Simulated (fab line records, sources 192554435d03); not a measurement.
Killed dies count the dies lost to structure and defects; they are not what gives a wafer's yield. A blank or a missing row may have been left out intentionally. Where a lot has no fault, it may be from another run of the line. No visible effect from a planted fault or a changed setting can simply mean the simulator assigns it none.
Split-lot trial | flow n5-finfet | 21 wafers read from 7 lots, route of 1938 steps

== ON THE SPLIT ==
At N5_BEOL_M11_EXPOSE_08 (exposes mask M11), the setting dose-mj was moved away from the recipe's 53.75 on 5 of the 21 wafers read, by -5.8% to +7.2%. For the rest of the wafers, this setting stayed at what the recipe calls for.

== FROM THE SPLIT TO THE READING: what the file shows between them, 15 steps ==
- N5_BEOL_M11_PEB_09: peb time 60 s
- N5_BEOL_M11_DEVELOP_10: develop time 30 s
- N5_BEOL_M11_CD_MEAS_11: target cd 64.1 nm
- N5_BEOL_M11_DESCUM_16: chemistry O2, time 7.9 s
- N5_BEOL_M11_ETCH_61: etches SiARC in CF4, target depth 39 nm, time 65 s
- N5_BEOL_M11_ETCH_62: etches SOC in N2/H2, target depth 110 nm, overetch 22 nm, time 165 s (also split here: time-s)
- N5_BEOL_M11_STRIP_68: strips in N2/H2
- N5_BEOL_M11_STRIP_67: strips in CF4
- N5_BEOL_M11_HM_OPEN_17: chemistry Cl2/BCl3, target TiN, target depth 20 nm, overetch 6 nm
- N5_BEOL_M11_STRIP_19: strips in O2
- N5_BEOL_M11_CD_MEAS_18: pitch 140 nm, target cd 70 nm
- N5_BEOL_M11_COAT_63: time 60 s, resist thk 100 nm
- N5_BEOL_M11_COAT_64: time 60 s, resist thk 30 nm
- N5_BEOL_M11_PRECLEAN_42: cleans in residue remover, time 60 s
- N5_BEOL_M11_SRD_43: time 30 s

== THE READING ==
cd-nm at N5_BEOL_M11_CD_MEAS_35, given in nm (cd target 70 nm). Fault-free wafers of this fab line usually give 70.4 nm, standard deviation 0.67 nm.

wafer  | tool, chamber at the split | dose-mj as run | against the recipe | cd-nm, nm | against lot-mates on the recipe
L077.1 | arfi-scanner-02, 0         | 53.75          | recipe             | 68.8      | -
L077.5 | arfi-scanner-02, 0         | 57.63          | +7.2%              | 73.0      | +4.2
L077.6 | arfi-scanner-02, 0         | 57.63          | +7.2%              | 72.9      | +4.1
L079.1 | arfi-scanner-02, 0         | 53.75          | recipe             | 69.8      | -
L079.3 | arfi-scanner-02, 0         | 53.75          | recipe             | 69.6      | -
L079.4 | arfi-scanner-02, 0         | 53.75          | recipe             | 70.1      | -
L083.1 | arfi-scanner-01, 0         | 53.75          | recipe             | 70.0      | -
L083.4 | arfi-scanner-01, 0         | 51.93          | -3.4%              | 67.7      | -2.4
L083.5 | arfi-scanner-01, 0         | 53.75          | recipe             | 70.2      | -
L082.1 | arfi-scanner-03, 0         | 50.64          | -5.8%              | 67.7      | -1.6
L082.3 | arfi-scanner-03, 0         | 50.64          | -5.8%              | 66.8      | -2.5
L082.6 | arfi-scanner-03, 0         | 53.75          | recipe             | 69.3      | -
L086.1 | arfi-scanner-02, 0         | 53.75          | recipe             | 71.9      | -
L086.2 | arfi-scanner-02, 0         | 53.75          | recipe             | 70.8      | -
L086.3 | arfi-scanner-02, 0         | 53.75          | recipe             | 70.5      | -
L091.1 | arfi-scanner-03, 0         | 53.75          | recipe             | 70.9      | -
L091.2 | arfi-scanner-03, 0         | 53.75          | recipe             | 70.7      | -
L091.5 | arfi-scanner-03, 0         | 53.75          | recipe             | 70.7      | -
L095.3 | arfi-scanner-03, 0         | 53.75          | recipe             | 69.7      | -
L095.4 | arfi-scanner-03, 0         | 53.75          | recipe             | 69.1      | -
L095.5 | arfi-scanner-03, 0         | 53.75          | recipe             | 69.0      | -

FIT RESULTS
A straight line over all 21 wafers: cd-nm changes by +0.45 nm for each +1% of dose-mj; r = +0.87; the points scatter about the line by 0.78 nm.
The same after taking each lot's own level away (the mean of its wafers on the recipe; 21 wafers): +0.503 nm for each +1%; r = +0.96; scatter 0.47 nm.
That fit puts the effect of the largest move of dose-mj on the reading at 3.6 nm.
From 68.80 to 71.07 nm: that is the span of the lots' own levels, equal to 3.4 times the standard deviation above.
So the lot-to-lot level changes the slope: the two fits differ.
Check: with one of the wafers moved furthest among these (+7.2%) left out of the fit, the line predicts +3.49 nm for it against its lot-mates. It came out at +4.2 nm against them.

== THE OTHER SPLITS THESE WAFERS WENT THROUGH ==
Other splits were also applied to these wafers ahead of the reading. Each is held against what the fit with the lots' levels taken away leaves over:
other split on the same wafers   | wafers away from the commonest value | r with cd-nm (lot level and that fit taken away)
N5_BEOL_M9_TRENCH_ETCH_37 bias-w | 7                                    | -0.20
N5_BEOL_M11_ETCH_62 time-s       | 8                                    | +0.18

== THE WHOLE CHAIN: every reading that the file lists as answering this split, in the file's order ==
step                   | what it does                                                         | reading                                                                | change (the file's fit)               | r (the file's)
N5_BEOL_M11_CD_MEAS_11 | target cd 64.1 nm                                                    | cd-nm                                                                  | +0.552 nm for each +1% of the setting | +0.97
N5_BEOL_M11_ETCH_61    | etches SiARC in CF4, target depth 39 nm, time 65 s                   | BEOL_M11.cd-offset-nm (the simulator's own value, which no gauge read) | +0.534 nm for each +1% of the setting | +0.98
N5_BEOL_M11_ETCH_62    | etches SOC in N2/H2, target depth 110 nm, overetch 22 nm, time 165 s | BEOL_M11.cd-offset-nm (the simulator's own value, which no gauge read) | +0.501 nm for each +1% of the setting | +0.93
N5_BEOL_M11_CD_MEAS_18 | pitch 140 nm, target cd 70 nm                                        | cd-nm                                                                  | +0.539 nm for each +1% of the setting | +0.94
N5_BEOL_M11_CD_MEAS_35 | target cd 70 nm                                                      | cd-nm                                                                  | +0.517 nm for each +1% of the setting | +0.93

== THE FILE'S OWN FIT ==
cd-nm changes by +0.517 nm for each +1% of dose-mj, r = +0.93.
